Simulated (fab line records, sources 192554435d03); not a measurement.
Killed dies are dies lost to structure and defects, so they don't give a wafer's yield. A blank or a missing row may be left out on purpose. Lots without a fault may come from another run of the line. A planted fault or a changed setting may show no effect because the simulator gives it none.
A struck lot beside a sound one | flow n5_finfet | 36 steps out of a route of 1938
Sound: wafers L388.1, L388.2, L388.5. Struck: wafer L404.6. (L404.2, L404.5 of the same lot were not struck and are left out.) The cause comes at the end.
At each step with rows: each side's tool, then ch and its chambers, then its first start. Under that, the readings that differ: sound wafers | struck wafers | difference of the means | sigmas: that difference in standard deviations of wafers without a fault.
alike: readings whose means differ by less than 2 such deviations, and words and numbers that are the same on both sides. not compared: withheld readings, readings that some wafer has no value for, bounds like >300 that may hide the same value, and numbers for which the record gives no deviation and whose values overlap.
The two part at a step that has a row with sigmas, a row that says differs or no value, or rows on one side only. Numbers that don't overlap but have no deviation are shown without sigmas and don't part them. A reading that every wafer of one side lacks parts them only if that side has two wafers or more.

first, 8 steps without rows for these wafers: N5_BEOL_M5_ANNEAL_51 (time 90 s); N5_BEOL_M5_CMP_52 (polishes, stops on SiCOH lowk, t overpolish 6.9 s, target thk 62 nm); N5_BEOL_M5_PRE_CLEAN_77 (time 15 s); N5_BEOL_M5_CO_CAP_78 (material Co, precursor CCTBA/H2, target thk 2 nm, time 102.1 s); N5_BEOL_M5_PRE_CLEAN_55 (time 15 s); N5_BEOL_M5_DEP_56 (deposits SiCN from 3MS/NH3, target thk 8 nm, time 14 s); N5_BEOL_M6_ILD_DEP_00 (deposits SiCOH lowk from DEMS/porogen, target thk 179.75 nm, time 33.4 s); N5_BEOL_M6_CURE_74 (cures SiCOH lowk, time 240 s).
N5_BEOL_M6_PECVD_70: deposits SiO2 from TEOS/O2, target thk 20 nm, time 22.7 s.
  sound on pecvd-03 ch 1,2, day 8 23:45; struck on pecvd-03 ch 0, day 13 02:54
  reading                                    | sound        | struck | difference | sigmas
  model.SiO2_of_BEOL_M6_PECVD_70.thk_nm (nm) | 19.4 20 19.6 | 14.8   | -4.9       |
  alike: heater_power_w, showerhead_plenum_p_Torr, throttle_valve_pct
  not compared: susceptor_temp_C
then, 25 steps without rows for these wafers: N5_BEOL_M6_HM_DEP_02 (deposits TiN, target thk 20 nm); N5_BEOL_M6_COAT_59 (time 60 s, resist thk 100 nm); N5_BEOL_M6_COAT_60 (time 60 s, resist thk 35 nm); N5_BEOL_M6_COAT_05 (resist thk 90 nm); N5_BEOL_M6_EBR_07; N5_BEOL_M6_SOFTBAKE_06 (time 60 s); N5_BEOL_M6_EXPOSE_08 (exposes mask M6); N5_BEOL_M6_PEB_09 (peb time 60 s); N5_BEOL_M6_DEVELOP_10 (develop time 30 s); N5_BEOL_M6_DESCUM_16 (chemistry O2, time 7.9 s); N5_BEOL_M6_ETCH_61 (etches SiARC in CF4, target depth 45.5 nm, time 75.8 s); N5_BEOL_M6_ETCH_62 (etches SOC in N2/H2, target depth 110 nm, overetch 22 nm, time 165 s); N5_BEOL_M6_STRIP_68 (strips in N2/H2); N5_BEOL_M6_STRIP_67 (strips in CF4); N5_BEOL_M6_HM_OPEN_17 (chemistry Cl2/BCl3, target TiN, target depth 20 nm, overetch 6 nm); N5_BEOL_M6_STRIP_19 (strips in O2); N5_BEOL_M6_COAT_63 (time 60 s, resist thk 60 nm); N5_BEOL_M6_COAT_64 (time 60 s, resist thk 12 nm); N5_BEOL_M6_COAT_71 (time 60 s, resist thk 5 nm); N5_BEOL_M6_COAT_22 (resist thk 30 nm); N5_BEOL_M6_EBR_24; N5_BEOL_M6_SOFTBAKE_23 (time 60 s); N5_BEOL_M6_EXPOSE_25 (exposes mask V5, target cd 40 nm); N5_BEOL_M6_PEB_26 (peb time 60 s); N5_BEOL_M6_DEVELOP_27 (develop time 30 s).
N5_BEOL_M6_HM_STRIP_39: strips TiN in peroxide tin strip, target depth 25 nm, time 158 s.
  sound on wet_bench-03 ch 5,6,7, day 9 03:15; struck on wet_bench-06 ch 0, day 13 06:20
  reading                                    | sound          | struck | difference | sigmas
  model.SiO2_of_BEOL_M6_PECVD_70.thk_nm (nm) | 19.2 19.8 19.4 | 14.6   | -4.9       |
N5_BEOL_M6_CMP_52: polishes, stops on SiCOH lowk, t overpolish 6.9 s, target thk 80 nm.
  sound on cmp-04 ch 0,1,3, day 9 05:38; struck on cmp-01 ch 3, day 13 08:32
  reading                      | sound          | struck | difference | sigmas
  barrier_field_endpoint_s (s) | 28.1 29.6 28.8 | 21.9   | -6.9       | -11
  alike: edge_zone_pressure_frac, motor_current_A

WHERE THEY PART
Only at N5_BEOL_M6_CMP_52, within this record.

WHY: what the simulator had put in
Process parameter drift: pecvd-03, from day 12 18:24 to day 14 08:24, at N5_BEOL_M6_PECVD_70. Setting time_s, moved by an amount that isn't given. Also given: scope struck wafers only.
